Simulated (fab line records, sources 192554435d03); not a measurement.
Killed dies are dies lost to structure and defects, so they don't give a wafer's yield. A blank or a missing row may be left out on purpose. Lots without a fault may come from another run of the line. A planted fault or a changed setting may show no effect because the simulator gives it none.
Split-lot experiment | flow n5_finfet | 7 lots, 21 wafers read, on a route of 1938 steps

THE SPLIT
At N5_WELL_APT_COAT_02 (resist thk 950 nm), the setting spin_rpm was moved away from the recipe's 1357 rpm on 7 of the 21 wafers read, by -4.6% to +10.8%. The other wafers ran this setting at the recipe's value.

The reading is taken at the split's own step.

THE READING
coat_of_WELL_APT_COAT_02.thk_nm (the simulator's own value, which no gauge read), in nm, at N5_WELL_APT_COAT_02 (resist thk 950 nm). The file gives no usual value for it. The 14 wafers here that ran the recipe average 949.5 nm, standard deviation 1.8 nm.

wafer  | tool, chamber at the split | spin_rpm as run, rpm | against the recipe | coat_of_WELL_APT_COAT_02.thk_nm, nm | against lot-mates on the recipe
L074.1 | litho_track-05, 0          | 1294                 | -4.6%              | 973.2                               | +27.4
L074.2 | litho_track-05, 0          | 1357                 | recipe             | 945.8                               | -
L074.3 | litho_track-05, 0          | 1294                 | -4.6%              | 967.8                               | +22.0
L076.1 | litho_track-01, 0          | 1357                 | recipe             | 947.8                               | -
L076.2 | litho_track-01, 0          | 1503                 | +10.8%             | 902.5                               | -45.3
L076.6 | litho_track-01, 0          | 1503                 | +10.8%             | 900.7                               | -47.1
L083.3 | litho_track-02, 0          | 1357                 | recipe             | 946.9                               | -
L083.4 | litho_track-02, 0          | 1420                 | +4.6%              | 929.7                               | -17.2
L083.5 | litho_track-02, 0          | 1420                 | +4.6%              | 925.5                               | -21.4
L089.1 | litho_track-05, 0          | 1357                 | recipe             | 950.3                               | -
L089.4 | litho_track-05, 0          | 1357                 | recipe             | 951.6                               | -
L089.5 | litho_track-05, 0          | 1357                 | recipe             | 950.4                               | -
L092.1 | litho_track-01, 0          | 1357                 | recipe             | 947.6                               | -
L092.4 | litho_track-01, 0          | 1357                 | recipe             | 948.4                               | -
L092.6 | litho_track-01, 0          | 1357                 | recipe             | 949.4                               | -
L095.1 | litho_track-05, 0          | 1447                 | +6.6%              | 919.4                               | -31.1
L095.3 | litho_track-05, 0          | 1357                 | recipe             | 951.1                               | -
L095.4 | litho_track-05, 0          | 1357                 | recipe             | 950                                 | -
L096.2 | litho_track-02, 0          | 1357                 | recipe             | 950.1                               | -
L096.4 | litho_track-02, 0          | 1357                 | recipe             | 951.3                               | -
L096.5 | litho_track-02, 0          | 1357                 | recipe             | 951.7                               | -

THE FIT
A straight line over all 21 wafers: coat_of_WELL_APT_COAT_02.thk_nm changes by -4.5 nm for each +1% of spin_rpm; r = -0.99; the points scatter about the line by 2 nm.
The same after taking each lot's own level away (the mean of its wafers on the recipe; 21 wafers): -4.5 nm for each +1%; r = -1.00; scatter 1.9 nm.
On that fit, the largest move of spin_rpm shifts the reading by 48 nm.
The lots' own levels span 945.80 to 951.03 nm, that is 2.9 times the standard deviation above.
So the lot-to-lot level changes the slope little: the two slopes agree.
Check: with one of the wafers moved furthest among these (+10.8%) left out of the fit, the line predicts -48.9 nm for it against its lot-mates. It came out at -45.3 nm against them.

THE FILE'S OWN FIT
coat_of_WELL_APT_COAT_02.thk_nm changes by -4.48 nm for each +1% of spin_rpm, r = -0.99.
